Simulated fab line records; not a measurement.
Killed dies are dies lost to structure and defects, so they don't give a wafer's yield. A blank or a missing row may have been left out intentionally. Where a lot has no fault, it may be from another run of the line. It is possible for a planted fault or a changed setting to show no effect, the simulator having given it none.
Which tool is to blame? + flow n5Finfet + 24 lots with 72 wafers sampled at 3 steps, on a route of 1938 steps

== WHAT THE GAUGES SHOWED, per wafer ==
N5_BEOL_M0_SAQP_CD_MEAS_29 targets a cd of 14.4 nm.
| lot  | measured     | on       | cdNm (nm)         |
|------|--------------|----------|-------------------|
| L074 | day 5 14:53  | cdSem-01 | 15.00 15.52 15.29 |
| L075 | day 5 20:03  | cdSem-01 | 14.96 15.11 14.91 |
| L076 | day 6 03:37  | cdSem-03 | 15.40 14.84 15.20 |
| L077 | day 6 11:26  | cdSem-01 | 14.95 15.33 15.13 |
| L078 | day 6 12:44  | cdSem-02 | 15.08 14.81 14.83 |
| L079 | day 6 22:37  | cdSem-02 | 14.76 15.25 15.04 |
| L080 | day 7 05:13  | cdSem-03 | 14.69 14.79 14.65 |
| L081 | day 7 12:41  | cdSem-03 | 15.36 15.02 15.22 |
| L082 | day 7 17:39  | cdSem-02 | 15.49 15.29 14.91 |
| L083 | day 7 22:13  | cdSem-02 | 15.61 15.28 15.35 |
| L084 | day 8 03:34  | cdSem-03 | 15.04 15.07 14.84 |
| L085 | day 8 09:31  | cdSem-03 | 15.16 15.42 14.74 |
| L086 | day 8 16:40  | cdSem-02 | 14.70 14.86 14.89 |
| L087 | day 8 19:22  | cdSem-02 | 14.91 15.02 14.73 |
| L088 | day 9 04:41  | cdSem-03 | 14.97 14.66 15.10 |
| L089 | day 9 05:55  | cdSem-02 | 15.02 15.25 14.95 |
| L090 | day 9 20:30  | cdSem-02 | 14.84 15.03 14.94 |
| L091 | day 10 00:46 | cdSem-03 | 14.93 15.13 14.82 |
| L092 | day 10 04:43 | cdSem-03 | 15.45 14.60 15.33 |
| L093 | day 10 14:23 | cdSem-03 | 15.25 15.09 14.93 |
| L094 | day 10 15:56 | cdSem-01 | 15.27 14.88 15.17 |
| L095 | day 10 20:47 | cdSem-03 | 14.88 14.98 15.05 |
| L096 | day 11 08:45 | cdSem-03 | 14.83 15.25 15.11 |
| L097 | day 11 11:10 | cdSem-03 | 14.87 15.13 14.90 |

N5_BEOL_M0_SAQP_CD_MEAS_40 targets a cd of 30 nm.
| lot  | measured     | on       | cdNm (nm)         |
|------|--------------|----------|-------------------|
| L074 | day 5 15:12  | cdSem-03 | 29.66 29.98 30.21 |
| L075 | day 5 20:29  | cdSem-01 | 30.47 29.94 30.31 |
| L076 | day 6 04:05  | cdSem-02 | 30.11 30.05 29.83 |
| L077 | day 6 11:45  | cdSem-02 | 30.55 30.16 30.04 |
| L078 | day 6 13:02  | cdSem-01 | 29.85 30.21 29.88 |
| L079 | day 6 23:02  | cdSem-03 | 29.79 29.63 29.57 |
| L080 | day 7 05:31  | cdSem-03 | 29.71 29.94 29.65 |
| L081 | day 7 13:00  | cdSem-03 | 29.83 29.83 30.00 |
| L082 | day 7 17:58  | cdSem-01 | 29.93 29.79 29.86 |
| L083 | day 7 22:32  | cdSem-01 | 30.22 30.28 29.86 |
| L084 | day 8 03:59  | cdSem-02 | 30.62 30.10 30.31 |
| L085 | day 8 09:50  | cdSem-01 | 30.11 30.53 30.18 |
| L086 | day 8 17:06  | cdSem-03 | 30.55 30.23 30.18 |
| L087 | day 8 19:47  | cdSem-03 | 29.85 30.29 30.29 |
| L088 | day 9 04:59  | cdSem-01 | 30.09 30.31 30.31 |
| L089 | day 9 06:20  | cdSem-01 | 30.22 30.36 30.38 |
| L090 | day 9 20:56  | cdSem-03 | 30.51 29.94 30.04 |
| L091 | day 10 01:04 | cdSem-03 | 29.91 30.21 30.33 |
| L092 | day 10 05:11 | cdSem-03 | 29.90 30.15 30.07 |
| L093 | day 10 14:41 | cdSem-02 | 30.18 30.25 30.03 |
| L094 | day 10 16:23 | cdSem-03 | 30.02 30.21 30.20 |
| L095 | day 10 21:06 | cdSem-01 | 29.72 30.12 29.70 |
| L096 | day 11 09:04 | cdSem-02 | 30.24 30.15 30.21 |
| L097 | day 11 11:28 | cdSem-03 | 30.21 29.82 30.34 |

N5_BEOL_M0_SAQP_OVL_MEAS_41.
| lot  | measured     | on         | M0_CUT1_OVL (nm) |
|------|--------------|------------|------------------|
| L074 | day 5 15:14  | overlay-02 | 0.9 1.3 0.4      |
| L075 | day 5 20:31  | overlay-02 | -0.1 -0.1 1.7    |
| L076 | day 6 04:07  | overlay-01 | 0.8 0.3 -0.6     |
| L077 | day 6 11:47  | overlay-02 | 0.4 -0.4 0.2     |
| L078 | day 6 13:05  | overlay-02 | 0.7 0.5 -0.5     |
| L079 | day 6 23:05  | overlay-01 | 1.1 0.1 0.7      |
| L080 | day 7 05:33  | overlay-02 | 0.0 -0.4 -0.1    |
| L081 | day 7 13:02  | overlay-02 | 0.2 -0.8 -0.7    |
| L082 | day 7 17:59  | overlay-02 | 0.9 0.3 0.4      |
| L083 | day 7 22:34  | overlay-01 | 0.8 0.1 0.4      |
| L084 | day 8 04:02  | overlay-01 | -0.1 -0.4 -1.0   |
| L085 | day 8 09:52  | overlay-01 | -0.6 -0.4 -0.2   |
| L086 | day 8 17:08  | overlay-02 | 0.4 1.0 0.5      |
| L087 | day 8 19:49  | overlay-02 | -1.3 -0.6 -0.5   |
| L088 | day 9 05:01  | overlay-02 | -0.5 -0.8 -0.2   |
| L089 | day 9 06:23  | overlay-02 | 0.4 -0.2 -0.3    |
| L090 | day 9 20:58  | overlay-02 | 0.3 0.2 0.3      |
| L091 | day 10 01:06 | overlay-02 | -0.5 -0.1 0.0    |
| L092 | day 10 05:14 | overlay-02 | 1.6 1.9 0.9      |
| L093 | day 10 14:43 | overlay-01 | -0.1 -0.1 -1.2   |
| L094 | day 10 16:25 | overlay-01 | 0.0 -0.6 0.9     |
| L095 | day 10 21:08 | overlay-01 | -0.9 -0.4 -0.7   |
| L096 | day 11 09:05 | overlay-01 | -0.3 -0.7 -0.1   |
| L097 | day 11 11:31 | overlay-02 | 1.1 0.1 0.9      |

== WHICH TOOL RAN EACH LOT (tool, then ch and the chambers of the sampled wafers, then the start) ==
The record shows no process step preceding these readings.

== AS READ BY THE TOOLS THEMSELVES (means over the sampled wafers that have a number; for cases with no such wafer, the mark the record gives instead) ==
The record holds no such reading with a usual standard deviation.

== THE ANSWER, worked out from the rows above alone ==
Rule: the usual values come from the lots themselves. The widest of any qualifying gaps counts: lots, ordered by their means at a reading, are off when they make up no more than a third of the lots, leave a main group of 4 or more, and stand apart from it by 3 or more times the standard deviation of that group's means. A main group is skipped when, at the precision printed for the reading in the tables above, its means are all equal. Also off: a lot with no number at a reading for which 4 or more lots have one. The other lots that the step has rows for count as sound. After the gauges, taken in route order, come the tools' own readings; for these a lot's mean is taken, as printed above. At the first step where some lot is off, the reading lying furthest off is the one used; lots without a number count as furthest.
Across all readings shown, no lot is off: no conclusion can be drawn from this.

== WHAT WAS PUT IN BY THE SIMULATOR ==
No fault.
